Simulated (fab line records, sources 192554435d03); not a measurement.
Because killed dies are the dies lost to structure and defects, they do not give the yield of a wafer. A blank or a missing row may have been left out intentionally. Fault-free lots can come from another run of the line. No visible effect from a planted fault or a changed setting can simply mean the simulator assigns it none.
Matching of chambers ; flow n5-finfet ; N5_BEOL_M6_PECVD_70 on pecvd-01: 3 sister chambers
The step deposits SiO2 from TEOS/O2, target thk 20 nm, time 22.7 s. 3 wafers are shown with their chamber, then 8 later ones without.

EACH WAFER AND ITS CHAMBER
wafer;chamber;throttle-valve-pct (%)
L083.5;2;21.4
L086.4;0;21.4
L088.1;1;24.0

WAFERS WITH NO CHAMBER GIVEN
wafer;throttle-valve-pct (%)
L088.3;21.4
L088.4;21.6
L092.1;21.1
L092.4;24.1
L092.5;21.1
L094.2;24.1
L094.3;24.3
L094.6;21.5

EACH ONE'S CHAMBER
wafer;from the rows above;in truth
L088.3;can't be placed: 0 or 2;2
L088.4;can't be placed: 0 or 2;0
L092.1;can't be placed: 0 or 2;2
L092.4;1;1
L092.5;can't be placed: 0 or 2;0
L094.2;1;1
L094.3;1;1
L094.6;can't be placed: 0 or 2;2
Correct placement for 3 of the 8. These rows do not allow placing 5 (true chamber among the candidates in 5). 0 placed wrongly.
How it was worked out, from the rows above alone: a wafer's distance from a chamber is the root of the sum, over the readings, of the square of ((its reading less the chamber's mean) divided by the reading's scatter). If the next closest chamber is less than 2 further off than the closest, the wafer can't be placed; otherwise it belongs to the closest. The mean given for a chamber averages the wafers shown for that chamber. The scatter: root of mean squared gap, hidden wafer to nearest shown wafer, with one shown wafer a chamber.
